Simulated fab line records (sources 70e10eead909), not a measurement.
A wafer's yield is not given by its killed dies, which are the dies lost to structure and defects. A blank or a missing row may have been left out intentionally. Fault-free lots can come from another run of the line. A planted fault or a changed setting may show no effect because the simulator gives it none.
Check for tools in common | flow nandHarc | Sampled: 12 lots, 36 wafers

WHY THIS WAS OPENED
Flagged at NHARC_A_M0_CD_MEAS_09: reading cdNm, on 3 of 12 lots. No-fault wafers: 80.1 nm, standard deviation 0.57.
Rule: flag the lot when none of its wafers has a number, or when each of its wafers that has one lies beyond 4 standard deviations from that mean. As for the other lots, they are considered sound.

lot  | measured     | on       | cdNm (nm), wafer by wafer | flag
L108 | day 23 05:05 | cdSem-02 | 81.1 80.1 79.5            | 
L109 | day 23 07:29 | cdSem-02 | 80.9 80.5 80.4            | 
L112 | day 23 18:39 | cdSem-01 | 79.9 79.8 78.9            | 
L110 | day 23 20:58 | cdSem-02 | 80.2 81.2 80.7            | 
L113 | day 25 12:50 | cdSem-02 | 79.2 80.8 79.8            | 
L116 | day 26 11:41 | cdSem-03 | 80.1 79.0 80.8            | 
L123 | day 29 00:07 | cdSem-02 | 89.9 89.7 90.0            | FLAGGED
L124 | day 29 21:26 | cdSem-02 | 87.6 87.9 87.7            | FLAGGED
L126 | day 29 23:12 | cdSem-02 | 85.7 85.6 85.1            | FLAGGED
L129 | day 31 08:25 | cdSem-01 | 81.1 81.0 80.6            | 
L128 | day 31 10:47 | cdSem-02 | 80.7 80.2 81.1            | 
L131 | day 31 23:28 | cdSem-03 | 80.1 79.5 79.6            | 
The numbers of the flagged lots are 87.7 nm on average: +7.6 nm against the usual, or +13 standard deviations.

TOOL THAT RAN EACH LOT
Before the reading, the record contains 3 process steps out of a 1302-step route. Read each cell as the tool, then ch plus the chambers that the sampled wafers visited, then the start.
lot  | flag    | NHARC_A_CONTACT_CVD_19                  | NHARC_A_BLC_DESCUM_15             | NHARC_A_M0_EXPOSE_06
L108 |         | cvdW-01 ch 0,1, day 23 01:08 or earlier | rieDiel-08 ch 1,3, day 23 01:14   | arfiScanner-03 ch 0, day 23 04:56
L109 |         | cvdW-01 ch 0,1, day 23 03:40 or earlier | rieDiel-09 ch 2,3, day 23 03:46   | arfiScanner-03 ch 0, day 23 07:21
L112 |         | cvdW-01 ch 0,1, day 23 14:43 or earlier | rieDiel-06 ch 0,1,2, day 23 14:49 | arfiScanner-02 ch 0, day 23 18:31
L110 |         | cvdW-02 ch 0,1, day 23 17:01 or earlier | rieDiel-06 ch 0,2,3, day 23 17:07 | arfiScanner-01 ch 0, day 23 20:50
L113 |         | cvdW-01 ch 0,1, day 25 08:59 or earlier | rieDiel-08 ch 0,1,2, day 25 09:06 | arfiScanner-01 ch 0, day 25 12:42
L116 |         | cvdW-02 ch 0, day 26 07:41 or earlier   | rieDiel-08 ch 0,1,2, day 26 07:47 | arfiScanner-01 ch 0, day 26 11:33
L123 | FLAGGED | cvdW-02 ch 0,1, day 28 20:18 or earlier | rieDiel-08 ch 0,2,3, day 28 20:25 | arfiScanner-03 ch 0, day 28 23:59
L124 | FLAGGED | cvdW-02 ch 0,1, day 29 17:36 or earlier | rieDiel-09 ch 0,1, day 29 17:42   | arfiScanner-03 ch 0, day 29 21:17
L126 | FLAGGED | cvdW-01 ch 0,1, day 29 19:21 or earlier | rieDiel-08 ch 0,1,2, day 29 19:27 | arfiScanner-03 ch 0, day 29 23:04
L129 |         | cvdW-01 ch 0,1, day 31 04:28 or earlier | rieDiel-06 ch 1,3, day 31 04:35   | arfiScanner-01 ch 0, day 31 08:17
L128 |         | cvdW-02 ch 0, day 31 06:30 or earlier   | rieDiel-06 ch 1,2,3, day 31 06:37 | arfiScanner-01 ch 0, day 31 10:38
L131 |         | cvdW-02 ch 0,1, day 31 19:31 or earlier | rieDiel-06 ch 1,3, day 31 19:37   | arfiScanner-01 ch 0, day 31 23:20
These steps, and what they do:
- NHARC_A_CONTACT_CVD_19: deposits W, target thk 300 nm, time 802 s.
- NHARC_A_BLC_DESCUM_15: chemistry O2, time 3 s.
- NHARC_A_M0_EXPOSE_06: exposes mask A M0, target cd 80 nm.
- NHARC_A_M0_CD_MEAS_09: target cd 80 nm.

FLAGGED AGAINST TOTAL, ONE TOOL AT A TIME (gauges that did the reading follow at the end)
step                   | tool           | lots run | flagged | share of the flagged lots | sound lots run after its first flagged lot
NHARC_A_CONTACT_CVD_19 | cvdW-01        | 6        | 1       | some                      | 1 (L129)
NHARC_A_CONTACT_CVD_19 | cvdW-02        | 6        | 2       | some                      | 2 (L128,L131)
NHARC_A_BLC_DESCUM_15  | rieDiel-06     | 5        | 0       | none                      | -
NHARC_A_BLC_DESCUM_15  | rieDiel-08     | 5        | 2       | some                      | 0
NHARC_A_BLC_DESCUM_15  | rieDiel-09     | 2        | 1       | some                      | 0
NHARC_A_M0_EXPOSE_06   | arfiScanner-01 | 6        | 0       | none                      | -
NHARC_A_M0_EXPOSE_06   | arfiScanner-02 | 1        | 0       | none                      | -
NHARC_A_M0_EXPOSE_06   | arfiScanner-03 | 5        | 3       | all                       | 0
NHARC_A_M0_CD_MEAS_09  | cdSem-01       | 2        | 0       | none                      | -
NHARC_A_M0_CD_MEAS_09  | cdSem-02       | 8        | 3       | all                       | 1 (L128)
NHARC_A_M0_CD_MEAS_09  | cdSem-03       | 2        | 0       | none                      | -
NHARC_A_CONTACT_CVD_19: start missing for some lots; hours and lot order therefore follow NHARC_A_BLC_OVL_MEAS_11.

WHAT THE TABLE PERMITS
Rows of the table that ran all the flagged lots, 2 in number: arfiScanner-03 at NHARC_A_M0_EXPOSE_06; cdSem-02 at NHARC_A_M0_CD_MEAS_09.
- arfiScanner-03 at NHARC_A_M0_EXPOSE_06 ran 5 lots, 3 of them flagged. Its last sound lot is L109 (day 23 07:21), its first flagged lot L123 (day 28 23:59): a fault that began between those two fits. Its own readings (exposureDoseMJCm2) fall more than 4 standard deviations out on all wafers of the flagged lots.
- cdSem-02 at NHARC_A_M0_CD_MEAS_09 ran 8 lots, 3 of them flagged. Lots that were sound ran on it after the first flagged one (L128); a persistent fault on the entire tool would not allow that.
Just one tool remains: arfiScanner-03 at NHARC_A_M0_EXPOSE_06.

WHAT THE SIMULATOR HAD PUT IN
Process parameters drifting: arfiScanner-03 at NHARC_A_M0_EXPOSE_06, beginning at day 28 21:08. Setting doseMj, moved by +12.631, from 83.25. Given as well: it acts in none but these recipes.
Shown lots that were struck: L123, L124, L126. The rule above found the same.
